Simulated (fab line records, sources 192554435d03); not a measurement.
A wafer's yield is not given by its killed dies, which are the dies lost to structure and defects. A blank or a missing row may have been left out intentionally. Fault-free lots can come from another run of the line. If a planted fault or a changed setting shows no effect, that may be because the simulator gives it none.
fab line records    flow n5-finfet
record: lots: 5  wafers: 14  last-day: 17
route steps=1938 shown BEOL_M0@734 BEOL_M4@1111 PASSIVATION@1936
lots that met no fault: taken from a fault-free run of the same line
start-h: hours from the record's opening day to when the first of the lot's shown wafers began    wait-h: how many hours have passed since the lot's step before this one    " identical to the entry in the row above    L1.1+2: a single row standing in for several wafers    - no value, or no start given    * or withheld: withheld    < > ~ a bound
route shown NAME@n: a module of which the file shows steps, and the number in the route of the first    usual: mean/standard deviation of fault-free wafers    same: alike in all rows    chamber/n: place in a boat    sites: readings site by site    _std_site: the standard deviation of these    _edge_site: the outer-site mean with the inner-site mean subtracted    radius-mm: how far each site lies from the wafer's centre    mask NAME#n: copy n    behind: the last tool/chamber to shape the wafer    hold: what put the lot on hold/how long, in hours/how the hold closed    device: which transistor (n, p or np) failed to switch    end of line: the route-end tests of the same wafers    a step given without rows: its recipe and nothing more    killed: count of dies lost to structure and defects at first sort (not the wafer's yield)    map: per-die view of a wafer (x killed, . not killed, _ where there is no die)
set.NAME: the setting that was run; set.NAME@STEP: the one run at that earlier step    model.NAME: the simulator's own value behind a step, which no gauge read
a table for each step, a row for each wafer; lots at some steps of the route
services: from which hour (start-h, from the record's first day; less than 0 if before it) a tool's chamber was out of use, for how many hours, and why
== steps ==
step: N5_BEOL_M0_SPUTTER_116
recipe: material: Cu  target-thk-a: 40  temp-c: -20  chamber-pressure-pa: 0.07  power-w: withheld  time-s: 7.37
usual: throttle-valve-pct: 30.3/0.98
lot.wafer  tool            chamber  start-h  wait-h  throttle-valve-pct
L465.3     pvd-sputter-01  -        131.42   1.3     31.1
L465.4     "               -        "        "       29.3
L465.6     "               -        "        "       31.6
L469.2     pvd-sputter-03  -        158.30   1.5     30.1
L469.4     "               -        "        "       30.9
L469.5     "               -        "        "       29.5
L471.1     pvd-sputter-02  -        164.92   0.2     28.3
L471.4     "               -        "        "       29.6
L471.6     "               -        "        "       29.7
L472.2     pvd-sputter-02  -        176.35   0.1     29.1
L472.3     "               -        "        "       29.5
L472.4     "               -        "        "       30.0
L482.2     pvd-sputter-01  -        230.77   0.1     31.7
L482.3     "               -        "        "       31.4
step: N5_BEOL_M0_ANNEAL_117
recipe: temp-c: 400  time-s: 60  ambient: vacuum
usual: heater-power-w: 857/84
lot.wafer  tool            chamber  start-h  wait-h  heater-power-w
L465.3     pvd-sputter-01  -        131.50   0.0     858
L465.4     "               -        "        "       955
L465.6     "               -        "        "       935
L469.2     pvd-sputter-03  -        158.38   0.0     950
L469.4     "               -        "        "       811
L469.5     "               -        "        "       815
L471.1     pvd-sputter-02  -        165.00   0.0     985
L471.4     "               -        "        "       782
L471.6     "               -        "        "       681
L472.2     pvd-sputter-02  -        176.43   0.0     794
L472.3     "               -        "        "       844
L472.4     "               -        "        "       671
L482.2     pvd-sputter-01  -        230.85   0.0     852
L482.3     "               -        "        "       982
step: N5_BEOL_M0_SPUTTER_132
recipe: material: Cu  target-thk-a: 40  temp-c: -20  chamber-pressure-pa: 0.07  power-w: withheld  time-s: 7.37
step: N5_BEOL_M0_ANNEAL_133
recipe: temp-c: 400  time-s: 60  ambient: vacuum
step: N5_BEOL_M0_SPUTTER_134
recipe: material: Cu  target-thk-a: 40  temp-c: -20  chamber-pressure-pa: 0.07  power-w: withheld  time-s: 7.37
usual: throttle-valve-pct: 30.4/1
lot.wafer  tool            chamber  start-h  wait-h  throttle-valve-pct
L465.3     pvd-sputter-01  -        131.66   0.0     30.7
L465.4     "               -        "        "       29.5
L465.6     "               -        "        "       31.8
L469.2     pvd-sputter-03  -        158.54   0.0     30.3
L469.4     "               -        "        "       30.9
L469.5     "               -        "        "       29.3
L471.1     pvd-sputter-02  -        165.16   0.0     28.4
L471.4     "               -        "        "       29.2
L471.6     "               -        "        "       29.8
L472.2     pvd-sputter-02  -        176.59   0.0     29.4
L472.3     "               -        "        "       29.7
L472.4     "               -        "        "       29.9
L482.2     pvd-sputter-01  -        231.01   0.0     31.5
L482.3     "               -        "        "       31.8
step: N5_BEOL_M0_ANNEAL_135
recipe: temp-c: 400  time-s: 60  ambient: vacuum
usual: heater-power-w: 854/86
lot.wafer  tool            chamber  start-h  wait-h  heater-power-w
L465.3     pvd-sputter-01  -        131.74   0.0     860
L465.4     "               -        "        "       958
L465.6     "               -        "        "       974
L469.2     pvd-sputter-03  -        158.62   0.0     942
L469.4     "               -        "        "       806
L469.5     "               -        "        "       810
L471.1     pvd-sputter-02  -        165.24   0.0     993
L471.4     "               -        "        "       777
L471.6     "               -        "        "       668
L472.2     pvd-sputter-02  -        176.67   0.0     799
L472.3     "               -        "        "       813
L472.4     "               -        "        "       686
L482.2     pvd-sputter-01  -        231.09   0.0     854
L482.3     "               -        "        "       969
step: N5_BEOL_M0_SPUTTER_141
recipe: material: Cu  target-thk-a: 40  temp-c: -20  chamber-pressure-pa: 0.07  power-w: withheld  time-s: 7.37
step: N5_BEOL_M0_ECD_118
recipe: material: Cu  target-thk-a: 3000
step: N5_BEOL_M0_ANNEAL_119
recipe: temp-c: 225  time-s: 90  ambient: N2
step: N5_BEOL_M0_CMP_120
recipe: stop-on: SiOC  t-overpolish-s: 6.9  down-force-psi: 1  platen-rpm: 50  clearing-platen-down-force-psi: 1.5  clearing-platen-rpm: 50  post-cmp-clean: cu-alkaline  clearing-platen-pad-velocity-m-s: 0.99484  pad-velocity-m-s: 0.99484
usual: barrier-field-endpoint-s: 3.68/0.14  motor-current-A: 6.0/0.43  overpolish-run-s: 6.901/0.0092  slurry-flow-ml-min: 150.0/0.54  time-to-endpoint-s: 63/3
lot.wafer  tool    chamber  start-h  wait-h  barrier-field-endpoint-s  motor-current-A  overpolish-run-s  slurry-flow-ml-min  time-to-endpoint-s
L465.3     cmp-02  1        132.27   0.2     3.81                      6.2              6.898             150.7               63
L465.4     "       3        "        "       3.69                      6.1              6.903             151.6               63
L465.6     "       2        "        "       3.65                      5.9              6.888             150.5               61
L469.4     cmp-02  2        159.22   0.2     3.70                      6.2              6.895             150.6               59
L469.2     "       3        "        "       3.80                      5.7              6.895             149.8               57
L469.5     "       1        "        "       3.83                      6.0              6.899             150.5               61
L471.4     cmp-03  1        166.56   0.1     3.85                      5.8              6.906             149.9               61
L471.1     "       2        "        "       3.92                      5.2              6.914             149.9               62
L471.6     "       1        "        "       3.89                      5.7              6.896             149.4               65
L472.4     cmp-03  2        177.78   0.2     3.61                      5.4              6.909             150.0               66
L472.3     "       3        "        "       3.48                      6.3              6.896             149.7               64
L472.2     "       0        "        "       3.56                      6.4              6.908             149.6               66
L482.2     cmp-02  3        231.67   0.3     3.59                      6.1              6.900             148.9               56
L482.3     "       1        "        "       3.70                      5.9              6.893             149.4               63
step: N5_BEOL_M0_PRE_CLEAN_131
recipe: gas: NH3/H2  time-s: 15  temp-c: *  rf-power-w: 300
step: N5_BEOL_M0_CO_CAP_123
recipe: material: Co  target-thk-a: 20  temp-c: 200  precursor: CCTBA/H2  pressure-torr: 30  time-s: 102.1
usual: heater-power-w: 219/18  run-length-s: 124.9/0.51
lot.wafer  tool       chamber  start-h  wait-h  heater-power-w  run-length-s  model.Co_of_BEOL_M0_CO_CAP_123.thk-nm
L465.3     cvd-co-01  2        132.79   0.1     195             124.3         2
L465.4     "          2        "        "       194             124.3         2.2
L465.6     "          2        "        "       195             124.6         2
L469.2     cvd-co-02  0        159.52   0.0     232             124.6         2
L469.4     "          0        "        "       239             124.9         2
L469.5     "          1        "        "       253             125.0         2
L471.1     cvd-co-02  1        166.93   0.0     254             125.0         2
L471.4     "          0        "        "       234             124.8         2
L471.6     "          2        "        "       221             124.9         2
L472.2     cvd-co-02  2        178.12   0.0     222             124.8         2
L472.3     "          1        "        "       248             125.0         2
L472.4     "          2        "        "       219             125.2         2
L482.2     cvd-co-01  1        232.13   0.0     219             100.0         1.4
L482.3     "          0        "        "       218             124.4         2.2
step: N5_BEOL_M0_PRE_CLEAN_124
recipe: gas: NH3  time-s: 15  temp-c: withheld  rf-power-w: 300
step: N5_BEOL_M4_RC_MEAS_101
usual: DIBL_N: 36.7/1.8  DIBL_P: 37.0/2.4  IOFF_N: 0.17/0.036  IOFF_P: 0.22/0.042  ION_N: 673/12  ION_P: 462/8.5  SS_N: 71.7/0.62  SS_P: 73.4/0.65  VT_N: 250/3.7  VT_P: -250/3.7
lot.wafer  tool       chamber  start-h  wait-h  DIBL_N[mV/V]  DIBL_P[mV/V]  IOFF_N[nA/um]  IOFF_P[nA/um]  ION_N[uA/um]  ION_P[uA/um]  SS_N[mV/dec]  SS_P[mV/dec]  VT_N[mV]  VT_P[mV]
L465.3     prober-02  0        196.30   0.3     37.1          36.1          0.16           0.19           673           457           72.1          73.2          252       -254
L465.4     "          0        "        "       35.2          33.7          0.12           0.16           646           448           72.2          72.8          257       -255
L465.6     "          0        "        "       37.5          36.6          0.17           0.20           672           455           72.3          74.3          252       -251
L469.2     prober-01  0        233.38   0.2     35.0          34.8          0.13           0.18           665           455           71.8          72.8          254       -251
L469.4     "          0        "        "       38.1          37.4          0.18           0.21           667           456           72.5          73.4          249       -250
L469.5     "          0        "        "       36.5          36.2          0.16           0.20           670           456           70.9          73.3          251       -251
L471.1     prober-02  0        233.61   0.0     38.2          37.9          0.17           0.21           674           458           71.5          73.7          251       -252
L471.4     "          0        "        "       35.8          35.4          0.13           0.18           653           455           70.8          72.8          251       -252
L471.6     "          0        "        "       37.5          36.4          0.16           0.19           669           455           71.7          72.4          249       -254
L472.2     prober-01  0        237.86   0.2     38.3          38.7          0.21           0.30           680           474           72.5          73.0          247       -242
L472.3     "          0        "        "       34.6          34.8          0.15           0.23           677           479           71.1          72.4          247       -241
L472.4     "          0        "        "       36.7          37.2          0.18           0.27           677           472           71.8          73.1          248       -245
L482.2     prober-02  0        300.88   0.2     40.0          39.7          0.22           0.24           682           467           72.5          73.5          244       -251
L482.3     "          0        "        "       36.4          36.0          0.14           0.19           673           459           71.1          72.8          251       -252
step: N5_PASSIVATION_PROBE_49
usual: defect-limited-yield: 91.1/1.4  killed_at_M0_to_M3: 32/9.3  killed_at_M4_up: 13/5.8  killed-at-contacts: 12/6.3  killed-at-front-end: 44/12  killed-at-other: 3.6/2.7  killed-dies: 104/17  killed-open: 69/13  killed-short: 34/6.9  sort_bin_5_function: 5.2/0.98  sort_bin_6_memory: 3.3/0.59  sort-n-pass: 1075/17  sort-yield-pct: 91.1/1.4
same: gross-dies: 1180  killed-at-back-side: 0  sort_bin_4_leakage[%]: 0  sort_bin_8_speed[%]: 0
lot.wafer  tool       chamber  start-h  wait-h  defect-limited-yield[%]  killed_at_M0_to_M3  killed_at_M4_up  killed-at-contacts  killed-at-front-end  killed-at-other  killed-dies  killed-open  killed-short  sort_bin_5_function[%]  sort_bin_6_memory[%]  sort-n-pass  sort-yield-pct[%]
L465.3     prober-02  -        302.04   0.1     91.8                     25                  20               12                  32                   8                97           67           27            5.5                     2.4                   1083         91.8
L465.4     prober-02  -        302.09   0.2     92.2                     16                  18               13                  40                   5                92           61           31            4.3                     3.2                   1088         92.2
L465.6     prober-02  -        302.19   0.3     90.1                     18                  22               30                  43                   4                117          82           34            6.2                     3.4                   1063         90.1
L469.2     prober-01  -        336.58   0.1     88.6                     28                  14               14                  76                   3                135          91           43            7.5                     3.6                   1045         88.6
L469.4     prober-01  -        336.68   0.2     90.0                     31                  12               10                  62                   3                118          75           40            5.8                     3.6                   1062         90.0
L469.5     prober-01  -        336.73   0.2     90.8                     38                  11               13                  44                   2                108          71           33            5.2                     3.5                   1072         90.8
L472.2     prober-02  -        340.37   0.1     90.3                     45                  11               11                  46                   2                115          76           38            6.7                     2.8                   1065         90.3
L472.3     prober-02  -        340.42   0.1     91.2                     28                  13               7                   49                   7                104          63           39            5.3                     3.0                   1076         91.2
L472.4     prober-02  -        340.47   0.2     93.6                     14                  9                16                  33                   4                76           42           33            3.7                     2.2                   1104         93.6
L471.1     prober-01  -        341.09   0.0     91.3                     30                  13               4                   51                   5                103          73           28            5.3                     3.1                   1077         91.3
L471.4     prober-01  -        341.24   0.2     92.1                     18                  2                7                   62                   4                93           56           36            4.7                     2.9                   1087         92.1
L471.6     prober-01  -        341.34   0.3     92.5                     20                  12               10                  40                   6                88           65           22            4.4                     2.9                   1092         92.5
L482.2     prober-02  -        396.23   0.1     91.0                     39                  23               8                   21                   15               106          69           37            4.7                     3.9                   1074         91.0
L482.3     prober-02  -        396.28   0.1     93.0                     24                  13               6                   34                   6                83           52           30            4.4                     2.2                   1097         93.0
killed by level:class
L465.3 MOL_CONTACT_COAG:geometric-particle:open=10 FIN_SAQP:geometric-particle:open=8 BEOL_M0_SAQP:geometric-particle:open=7 DUMMY_GATE:geometric-particle:open=6 BEOL_M4:geometric-particle:open=6 STI_FIN_REVEAL:geometric-particle:open=5 BEOL_M3:geometric-particle:open=5 GATE_CUT:geometric-particle:short=4
L465.4 FIN_SAQP:geometric-particle:open=16 MOL_CONTACT_COAG:geometric-particle:open=11 FIN_SAQP:geometric-particle:short=10 BEOL_M4:geometric-particle:open=8 DUMMY_GATE:geometric-particle:open=4 BEOL_M1:geometric-particle:open=4 BEOL_M5:geometric-particle:open=3 GATE_CUT:geometric-particle:short=2
L465.6 MOL_CONTACT_COAG:geometric-particle:open=25 FIN_SAQP:geometric-particle:open=12 DUMMY_GATE:geometric-particle:open=7 BEOL_M4:geometric-particle:open=7 MOL_CONTACT_COAG:geometric-particle:short=5 STI_FIN_REVEAL:geometric-particle:open=5 BEOL_M0_SAQP:geometric-particle:short=5 BEOL_M4:geometric-particle:short=5
L469.2 STI_FIN_REVEAL:geometric-particle:open=26 MOL_CONTACT_COAG:geometric-particle:open=9 BEOL_M2:geometric-particle:open=9 FIN_SAQP:geometric-particle:open=8 STI_FIN_REVEAL:geometric-particle:short=8 FIN_SAQP:geometric-particle:short=7 DUMMY_GATE:geometric-particle:open=5 MOL_CONTACT_COAG:geometric-particle:short=5
L469.4 STI_FIN_REVEAL:geometric-particle:open=20 FIN_SAQP:geometric-particle:open=11 FIN_SAQP:geometric-particle:short=8 STI_FIN_REVEAL:geometric-particle:short=8 MOL_CONTACT_COAG:geometric-particle:open=8 BEOL_M0_SAQP:geometric-particle:short=8 BEOL_M4:geometric-particle:open=6 BEOL_M1:geometric-particle:open=5
L469.5 STI_FIN_REVEAL:geometric-particle:open=15 BEOL_M2:geometric-particle:open=13 MOL_CONTACT_COAG:geometric-particle:open=9 BEOL_M0_SAQP:geometric-particle:short=9 FIN_SAQP:geometric-particle:open=5 STI_FIN_REVEAL:geometric-particle:short=4 SPACER0:geometric-particle:short=4 MOL_CONTACT_COAG:geometric-particle:short=4
L472.2 STI_FIN_REVEAL:geometric-particle:open=14 MOL_CONTACT_COAG:geometric-particle:open=10 BEOL_M0_SAQP:geometric-particle:open=10 FIN_SAQP:geometric-particle:short=8 FIN_SAQP:geometric-particle:open=7 BEOL_M0_SAQP:geometric-particle:short=7 BEOL_M3:geometric-particle:open=7 BEOL_M2:geometric-particle:open=6
L472.3 FIN_SAQP:geometric-particle:open=11 FIN_SAQP:geometric-particle:short=11 STI_FIN_REVEAL:geometric-particle:open=9 MOL_CONTACT_COAG:geometric-particle:open=7 STI_FIN_REVEAL:geometric-particle:short=6 BEOL_M0_SAQP:geometric-particle:open=6 BEOL_M5:geometric-particle:open=5 PASS1_CAP:geometric-particle:short=5
L472.4 MOL_CONTACT_COAG:geometric-particle:open=12 FIN_SAQP:geometric-particle:open=8 FIN_SAQP:geometric-particle:short=8 MOL_CONTACT_COAG:geometric-particle:short=4 BEOL_M0_SAQP:geometric-particle:short=4 STI_FIN_REVEAL:geometric-particle:open=3 PASS1_CAP:geometric-particle:short=3 STARTING-WAFER:geometric-particle:open=3
L471.1 STI_FIN_REVEAL:geometric-particle:open=16 BEOL_M2:geometric-particle:open=10 FIN_SAQP:geometric-particle:open=7 GATE_CUT:geometric-particle:short=7 STI_FIN_REVEAL:geometric-particle:short=5 BEOL_M0_SAQP:geometric-particle:short=5 ILD0:geometric-particle:open=4 BEOL_M0_SAQP:geometric-particle:open=4
L471.4 FIN_SAQP:geometric-particle:open=16 FIN_SAQP:geometric-particle:short=14 STI_FIN_REVEAL:geometric-particle:open=7 GATE_CUT:geometric-particle:open=7 DUMMY_GATE:geometric-particle:open=5 MOL_CONTACT_COAG:geometric-particle:open=5 BEOL_M2:geometric-particle:open=4 PASS1_CAP:geometric-particle:short=4
L471.6 MOL_CONTACT_COAG:geometric-particle:open=9 STI_FIN_REVEAL:geometric-particle:open=8 GATE_CUT:geometric-particle:short=8 DUMMY_GATE:geometric-particle:open=7 GATE_CUT:geometric-particle:open=5 BEOL_M0:geometric-particle:open=5 BEOL_M4:geometric-particle:open=4 BEOL_M0_SAQP:geometric-particle:short=3
L482.2 BEOL_M2:geometric-particle:open=10 FIN_SAQP:geometric-particle:short=7 BEOL_M2:geometric-particle:short=7 MOL_CONTACT_COAG:geometric-particle:open=7 BEOL_M5:geometric-particle:open=7 BEOL_M0:geometric-particle:open=5 BEOL_M3:geometric-particle:open=5 BEOL_M4:geometric-particle:short=5
L482.3 FIN_SAQP:geometric-particle:open=6 STI_FIN_REVEAL:geometric-particle:open=6 BEOL_M0_SAQP:geometric-particle:short=6 BEOL_M2:geometric-particle:open=5 BEOL_M3:geometric-particle:open=5 DUMMY_GATE:geometric-particle:short=4 BEOL_M0_SAQP:geometric-particle:open=4 DUMMY_GATE:geometric-particle:open=3
== services ==
tool            chamber  start-h  hours  kind
cmp-02          -        112.12   4.4    pm
cvd-co-01       1        114.67   -      clean
cvd-co-01       1        114.67   22.0   scheduled-down
cvd-co-01       1        114.67   22.0   vent-cycle
pvd-sputter-01  -        119.50   1.5    repair
cvd-co-01       0        127.72   16.8   repair
cmp-02          -        150.48   1.0    repair
cvd-co-02       -        157.45   0.8    repair
cmp-03          -        185.38   1.5    repair
cvd-co-01       0        186.88   23.8   repair
cmp-03          -        190.72   0.2    repair
cmp-03          -        210.84   0.7    repair
cvd-co-02       -        222.41   14.6   pm
cmp-03          -        224.37   63.0   repair
cmp-02          -        224.86   4.0    pm
cmp-02          -        228.86   -      consumable-replace:conditioner
cmp-02          -        228.86   -      consumable-replace:pad
== key ==
first-sign: step: N5_BEOL_M0_CO_CAP_123  reading: run-length-s  direction: down  sigmas: 49  usual: *  struck: *
effect none on later readings
model-effect: step: N5_BEOL_M0_CO_CAP_123  value: Co_of_BEOL_M0_CO_CAP_123.thk-nm  without: 2  struck: 1.4
met-at N5_BEOL_M0_CO_CAP_123
struck-wafers L482.2
onset-between 132.79 232.13
fault: kind: process-parameter-drift  tool: cvd-co-01  chamber: -  onset-h: 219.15  steps: N5_BEOL_M0_CO_CAP_123  channel: time-s  offset: *  shape: step  end-h: 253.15  scope: struck-wafers-only  acts-in: *  stated: *
